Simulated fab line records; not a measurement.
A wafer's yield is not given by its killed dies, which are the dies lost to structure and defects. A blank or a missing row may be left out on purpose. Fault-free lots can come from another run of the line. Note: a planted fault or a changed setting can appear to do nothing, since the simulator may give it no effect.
Which tool is to blame? | flow n5 finfet | 9 lots with 27 wafers sampled at 4 steps, on a route of 1938 steps

## WHAT EACH GAUGE READ, for each wafer
N5_HKMG_FIN_CD_MEAS_12 targets a cd of 92.8 nm.
lot  | measured    | on        | cd nm (nm)
L811 | day 4 15:24 | cd sem-02 | 92.1 92.8 92.3
L812 | day 4 20:19 | cd sem-02 | 93.0 93.8 93.5
L813 | day 5 04:44 | cd sem-02 | 93.5 93.4 93.4
L814 | day 5 10:51 | cd sem-02 | 92.6 92.9 92.8
L819 | day 6 12:49 | cd sem-02 | 87.5 92.1 91.6
L824 | day 7 21:50 | cd sem-03 | 88.4 88.6 91.8
L828 | day 8 21:55 | cd sem-02 | 92.9 92.8 93.3
L829 | day 9 03:53 | cd sem-02 | 92.1 93.2 93.7
L831 | day 9 18:38 | cd sem-02 | 92.6 92.6 92.8

## WHICH TOOL RAN EACH LOT (tool, then ch and the chambers of the sampled wafers, then the start)
lot  | N5_HKMG_FIN_ETCH_55               | N5_HKMG_FIN_ETCH_58               | N5_HKMG_FIN_PEB_10
L811 | rie diel-02 ch 0,3, day 4 12:17   | rie diel-02 ch 0,3, day 4 12:29   | litho track-05 ch 0, day 4 15:20
L812 | rie diel-03 ch 0,3, day 4 17:11   | rie diel-03 ch 0,3, day 4 17:24   | litho track-05 ch 0, day 4 20:14
L813 | rie diel-05 ch 1,2,3, day 5 01:32 | rie diel-05 ch 1,2,3, day 5 01:45 | litho track-02 ch 0, day 5 04:40
L814 | rie diel-02 ch 0,2,3, day 5 07:47 | rie diel-02 ch 0,2,3, day 5 07:59 | litho track-04 ch 0, day 5 10:47
L819 | rie diel-03 ch 0,2, day 6 09:43   | rie diel-03 ch 0,2, day 6 09:56   | litho track-05 ch 0, day 6 12:45
L824 | rie diel-02 ch 0,1,2, day 7 18:39 | rie diel-02 ch 0,1,2, day 7 18:52 | litho track-05 ch 0, day 7 21:46
L828 | rie diel-03 ch 0,1,3, day 8 18:43 | rie diel-03 ch 0,1,3, day 8 18:55 | litho track-02 ch 0, day 8 21:51
L829 | rie diel-05 ch 0,2, day 9 00:42   | rie diel-05 ch 0,2, day 9 00:55   | litho track-02 ch 0, day 9 03:49
L831 | rie diel-05 ch 0,2,3, day 9 15:26 | rie diel-05 ch 0,2,3, day 9 15:38 | litho track-02 ch 0, day 9 18:34
- N5_HKMG_FIN_ETCH_55: etches SOC in N2/H2, target depth 240 nm, time 300 s.
- N5_HKMG_FIN_ETCH_58: etches SOC in N2/H2, target depth 215.8 nm, time 741 s.
- N5_HKMG_FIN_PEB_10: peb time 60 s.

## THE ANSWER, worked out from the rows above alone
Rule: what is usual is taken from the lots themselves. Put in order of their means at a reading, lots are off if they are a third of the lots or fewer, leave a main group of 4 or more, and stand apart from it by a gap of 3 or more times the standard deviation of the main group's means; of several such gaps the widest counts. Not used: any main group whose means are identical at the precision the tables above print for the reading. Also off: a lot with no number at a reading for which 4 or more lots have one. Any other lot the step has rows for is counted as sound.
Off: L819, L824, at N5_HKMG_FIN_CD_MEAS_12 (cd nm). For the main group the mean is 93.0 nm and the standard deviation 0.36.
If a tool, at a process step before that reading, ran all the lots that are off and no sound lot after the first of them, it fits. Gauges at N5_HKMG_FIN_CD_MEAS_12: tried the same way as those tools. One fits: litho track-05 at N5_HKMG_FIN_PEB_10. Its last sound lot is L812 (day 4 20:14), its first lot that is off L819 (day 6 12:45): a fault that began between those two fits.

## WHAT THE SIMULATOR HAD INSERTED
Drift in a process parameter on litho track-05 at N5_HKMG_FIN_PEB_10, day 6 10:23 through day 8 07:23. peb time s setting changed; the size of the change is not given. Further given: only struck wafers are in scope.
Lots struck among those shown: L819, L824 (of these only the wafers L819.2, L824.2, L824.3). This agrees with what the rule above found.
